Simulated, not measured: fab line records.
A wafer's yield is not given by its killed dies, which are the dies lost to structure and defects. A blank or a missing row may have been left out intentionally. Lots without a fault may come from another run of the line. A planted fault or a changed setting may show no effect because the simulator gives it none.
A struck lot beside a sound one	flow nand_harc	14 out of 1302 route steps
Sound: wafers L752.2, L752.3, L752.6. Wafers L758.2, L758.3, L758.6 were the ones struck. The cause is given at the end.
At each step with rows: each side's tool, then ch and its chambers, then its first start. Under that, the readings that differ: sound wafers	struck wafers	difference of the means	sigmas: that difference in standard deviations of wafers without a fault.
alike: words and numbers the same on both sides, and readings whose means are apart by under 2 such deviations; not compared: readings that were withheld, readings missing a value for some wafer, numbers with overlapping values and no deviation given by the record, and bounds like >300 which may hide the same value.
The two part at a step that has a row with sigmas, a row that says differs or no value, or rows on one side only. Numbers that have no deviation but don't overlap get no sigmas and don't part them. A reading that every wafer of one side lacks parts them only if that side has two wafers or more.

first, 4 steps without rows for these wafers: NHARC_P_ZERO_WELL_EBR_48; NHARC_P_ZERO_WELL_EXPOSE_49 (exposes mask P HVPW, target cd 2000 nm); NHARC_P_ZERO_WELL_PEB_50 (peb time 85 s); NHARC_P_ZERO_WELL_DEVELOP_51 (time 70 s).
NHARC_P_ZERO_WELL_CD_MEAS_52: target cd 2000 nm.
  sound on cd_sem-02 ch 0, day 4 13:31; struck on cd_sem-03 ch 0, day 7 01:40
  alike: cd_nm
then, 1 step without rows for these wafers: NHARC_P_ZERO_WELL_HARDBAKE_53 (time 80 s).
NHARC_P_ZERO_WELL_DESCUM_54: chemistry O2, time 3 s.
  sound on rie_diel-10 ch 1,3, day 4 13:41; struck on rie_diel-10 ch 1,2,3, day 7 01:50
  alike: drypump_motor_current_A, o2_flow_sccm, oes_product_au, rf_vpp_V, showerhead_plenum_p_Torr, throttle_valve_pct
  not compared: rf_hours_counter_h
then, 5 steps without rows for these wafers: NHARC_P_ZERO_WELL_IMPLANT_55; NHARC_P_ZERO_WELL_IMPLANT_61; NHARC_P_ZERO_WELL_STRIP_56 (strips in SPM, time 840 s); NHARC_P_ZERO_WELL_PRECLEAN_68 (cleans in SC1, time 60 s); NHARC_P_ZERO_WELL_SRD_69.
NHARC_P_ZERO_WELL_RTA_42: time 300 s.
  sound on rtp_anneal-01 ch 0, day 4 14:52; struck on rtp_anneal-01, day 7 02:55
  no value came back on the struck wafers for any of 8 readings (anneal_temp_c_max, lamp_power_pct (%) and others); on the sound wafers anneal_temp_c_max reads 1102.9 1103.7 1103.0
NHARC_P_ZERO_WELL_INSPECT_43:
  sound on defect_inspect-01 at day 4 15:58; struck on defect_inspect-01 at day 7 03:29
  alike: raw_defect_count

## WHERE THEY PART
Only at NHARC_P_ZERO_WELL_RTA_42, within this record. Later steps at which nothing parts them and some readings are alike: NHARC_P_ZERO_WELL_INSPECT_43.

WHY: the cause the simulator had injected
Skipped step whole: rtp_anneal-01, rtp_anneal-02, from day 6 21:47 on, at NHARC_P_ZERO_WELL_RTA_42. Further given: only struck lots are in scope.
